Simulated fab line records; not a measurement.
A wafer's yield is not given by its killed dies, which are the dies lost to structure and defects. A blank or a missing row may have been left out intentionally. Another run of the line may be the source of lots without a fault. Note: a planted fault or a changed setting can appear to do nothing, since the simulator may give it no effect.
Matching of chambers    flow n5_finfet    3 sister chambers for N5_BEOL_M4_CO_CAP_55 on cvd_co-02
The step material Co, precursor CCTBA/H2, target thk 2 nm, time 102.1 s. 14 wafers are shown with their chamber, then 7 later ones without.

WAFERS, EACH WITH ITS CHAMBER
wafer   chamber  heater_power_w (W)
L074.2  1        267
L074.3  2        228
L074.5  1        267
L078.1  1        272
L078.3  0        182
L078.5  0        188
L077.1  2        233
L077.4  0        175
L077.5  1        269
L081.1  1        271
L081.3  0        181
L081.6  1        276
L093.2  2        231
L093.3  0        183

SIGNATURES (means of the wafers above)
reading         chamber 0  chamber 1  chamber 2  scatter within a chamber
heater_power_w  181.80     270.33     230.67     3.8
Rule: a wafer's distance from a chamber is the root of the sum, over the readings, of the square of ((its reading less the chamber's mean) divided by the reading's scatter). If the next closest chamber is less than 2 further off than the closest, the wafer can't be placed; otherwise it belongs to the closest. How the scatter is found: for the shown wafers, subtract from each reading the mean of its chamber, square and add these, divide the total by (wafers less chambers), then take the root.

WAFERS WITH NO CHAMBER GIVEN
wafer   heater_power_w (W)
L093.5  230
L092.4  184
L092.5  233
L092.6  271
L097.1  269
L097.3  229
L097.5  231

THE CHAMBER EACH PASSED THROUGH
wafer   from the rows above  in truth
L093.5  2                    2
L092.4  0                    0
L092.5  2                    2
L092.6  1                    1
L097.1  1                    1
L097.3  2                    2
L097.5  2                    2
Correct placement for 7 of the 7. From these rows, 0 cannot be placed. Number placed wrongly: 0.
